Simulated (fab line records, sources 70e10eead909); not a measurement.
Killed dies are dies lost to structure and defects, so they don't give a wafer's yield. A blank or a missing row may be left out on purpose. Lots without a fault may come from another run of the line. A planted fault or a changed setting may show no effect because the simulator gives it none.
Chamber matching | flow nand_harc | NHARC_A_CHANNEL_FILL_D1_ALD_02 on ald_hk-03: 4 sister chambers
The step deposits SiO2, target thk 6 nm, pulse time 10 s, ald cycles 60. 8 wafers are shown with their chamber, then 7 later ones without.

WAFERS WITH THEIR CHAMBER
wafer  | chamber | heater_power_w (W) | precursor_pulse_height_rel
L076.5 | 2       | 480                | 0.993
L083.3 | 1       | 484                | 1.020
L083.4 | 0       | 454                | 0.999
L083.6 | 0       | 478                | 0.947
L087.4 | 2       | 512                | 1.014
L087.5 | 3       | 550                | 0.975
L089.4 | 1       | 476                | 1.006
L089.5 | 3       | 531                | 0.975

WAFERS WITHOUT THEIR CHAMBER
wafer  | heater_power_w (W) | precursor_pulse_height_rel
L089.6 | 502                | 1.009
L091.1 | 471                | 1.032
L091.5 | 508                | 0.993
L091.6 | 544                | 0.995
L093.1 | 503                | 1.001
L093.2 | 478                | 0.991
L093.5 | 549                | 0.998

WHICH CHAMBER EACH WENT THROUGH
wafer  | from the rows above               | in truth
L089.6 | can't be placed: 2 or 1           | 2
L091.1 | can't be placed: 1 or 2 or 0      | 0
L091.5 | can't be placed: 2 or 1 or 3 or 0 | 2
L091.6 | 3                                 | 3
L093.1 | can't be placed: 2 or 1           | 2
L093.2 | can't be placed: 1 or 0 or 2      | 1
L093.5 | 3                                 | 3
Placed correctly: 2 of 7. Can't be placed from these rows: 5 (the true chamber is among the candidates in 5). Placed wrongly: 0.
How it was worked out, from the rows above alone: a wafer's distance from a chamber is the root of the sum, over the readings, of the square of ((its reading less the chamber's mean) divided by the reading's scatter). The wafer belongs to the nearest chamber; if the next one is less than 2 further off, it can't be placed. A chamber's mean is the mean of its shown wafers. The scatter: the root of (the sum of the squares of (reading less its chamber's mean) over the shown wafers, divided by (wafers less chambers)).
